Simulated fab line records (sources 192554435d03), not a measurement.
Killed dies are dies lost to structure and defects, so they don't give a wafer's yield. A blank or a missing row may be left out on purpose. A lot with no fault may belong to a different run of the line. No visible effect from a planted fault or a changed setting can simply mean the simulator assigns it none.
Matching of chambers	flow n5_finfet	4 sister chambers for N5_BEOL_M2_STRIP_66 on rie_diel-04
The step strips in CF4. 8 wafers are shown with their chamber, then 7 later ones without.

## WAFERS PAIRED WITH THEIR CHAMBERS
wafer	chamber	drypump_motor_current_A (A)	showerhead_plenum_p_Torr (Torr)
L074.3	2	5.4	1.86
L086.2	3	5.2	1.77
L086.4	2	5.4	1.86
L088.2	3	5.2	1.77
L088.4	1	6.6	1.73
L088.6	0	5.8	1.82
L092.1	0	5.9	1.81
L092.2	1	6.5	1.73

## WAFERS WITH NO CHAMBER GIVEN
wafer	drypump_motor_current_A (A)	showerhead_plenum_p_Torr (Torr)
L092.4	6.5	1.73
L093.1	5.2	1.76
L093.3	6.6	1.73
L093.4	5.4	1.85
L097.3	6.6	1.73
L097.4	5.9	1.81
L097.6	5.2	1.76

## WHICH CHAMBER EACH WENT THROUGH
wafer	from the rows above	in truth
L092.4	1	1
L093.1	3	3
L093.3	1	1
L093.4	2	2
L097.3	1	1
L097.4	0	0
L097.6	3	3
Correctly placed: 7 of 7. Left unplaced by these rows: 0. Number placed wrongly: 0.
How it was worked out, from the rows above alone: a wafer's distance from a chamber is the root of the sum, over the readings, of the square of ((its reading less the chamber's mean) divided by the reading's scatter). The wafer belongs to the nearest chamber; if the next one is less than 2 further off, it can't be placed. Each chamber's mean is taken over the wafers shown for it. How the scatter is found: for the shown wafers, subtract from each reading the mean of its chamber, square and add these, divide the total by (wafers less chambers), then take the root.
